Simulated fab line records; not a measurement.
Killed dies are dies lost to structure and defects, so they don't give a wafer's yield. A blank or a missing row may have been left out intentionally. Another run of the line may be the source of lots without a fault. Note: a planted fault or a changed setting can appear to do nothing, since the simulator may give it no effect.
A struck lot beside a sound one + flow nandHarc + 13 out of 1302 route steps
Sound: wafers L754.2, L754.3, L754.5. The struck wafers were L766.1, L766.2, L766.5. The cause is named last.
At each step with rows: each side's tool, then ch and its chambers, then its first start. Under that, the readings that differ: sound wafers + struck wafers + difference of the means + sigmas: that difference in standard deviations of wafers without a fault.
alike: readings with means less than 2 such deviations apart, plus words and numbers identical on both sides. not compared: withheld readings, readings lacking a value on some wafer, bounds such as >300 that could conceal the same value, and numbers that have no deviation in the record and whose values overlap.
A row with sigmas, a row that says differs or no value, or rows on one side alone: a step with any of these is where the two part. Non-overlapping numbers with no deviation appear without sigmas and do not part them. A reading missing from all wafers of one side parts the sides only when that side holds two or more wafers.

first, 1 step without rows for these wafers: NHARC_P_M0_SRD_25.
NHARC_P_M0_INSPECT_27:
  sound: defectInspect-01 at day 6 20:26; struck: defectInspect-02 at day 12 06:30
  alike: rawDefectCount
NHARC_P_M0_PRE_CLEAN_31: time 12 s.
  sound on pecvd-04 ch 0,1, day 6 20:31; struck on pecvd-03 ch 0,1,2, day 12 06:34
  alike: heaterPowerW
NHARC_P_M0_DEP_32: deposits SiCN, target thk 30 nm.
  sound on pecvd-04 ch 0,1, day 6 20:37; struck on pecvd-03 ch 0,1,2, day 12 06:39
  alike: heaterPowerW
then, 7 steps without rows for these wafers: NHARC_P_M1_DEP_00 (deposits SiOC, target thk 182.5 nm); NHARC_P_M1_DEHYDRATE_01 (time 120 s); NHARC_P_M1_HMDS_02 (time 30 s); NHARC_P_M1_COAT_34 (time 65 s); NHARC_P_M1_COAT_03 (resist thk 90 nm); NHARC_P_M1_SOFTBAKE_04 (time 55 s); NHARC_P_M1_EBR_05.
NHARC_P_M1_EXPOSE_06: exposes mask P M1, target cd 130 nm.
  struck on arfiScanner-03, day 12 07:45; sound on arfiScanner-01 ch 0, day 6 21:40
  no value came back on the struck wafers for exposureDoseMJCm2, focusOffsetNm (nm), na; on the sound wafers exposureDoseMJCm2 reads 81.94 81.70 81.85
  alike: mask
then, 1 step without rows for these wafers: NHARC_P_M1_PEB_07 (peb time 65 s).

== WHERE THEY PART ==
At NHARC_P_M1_EXPOSE_06 and nowhere else, as far as this record goes.

WHY: what had been put in by the simulator
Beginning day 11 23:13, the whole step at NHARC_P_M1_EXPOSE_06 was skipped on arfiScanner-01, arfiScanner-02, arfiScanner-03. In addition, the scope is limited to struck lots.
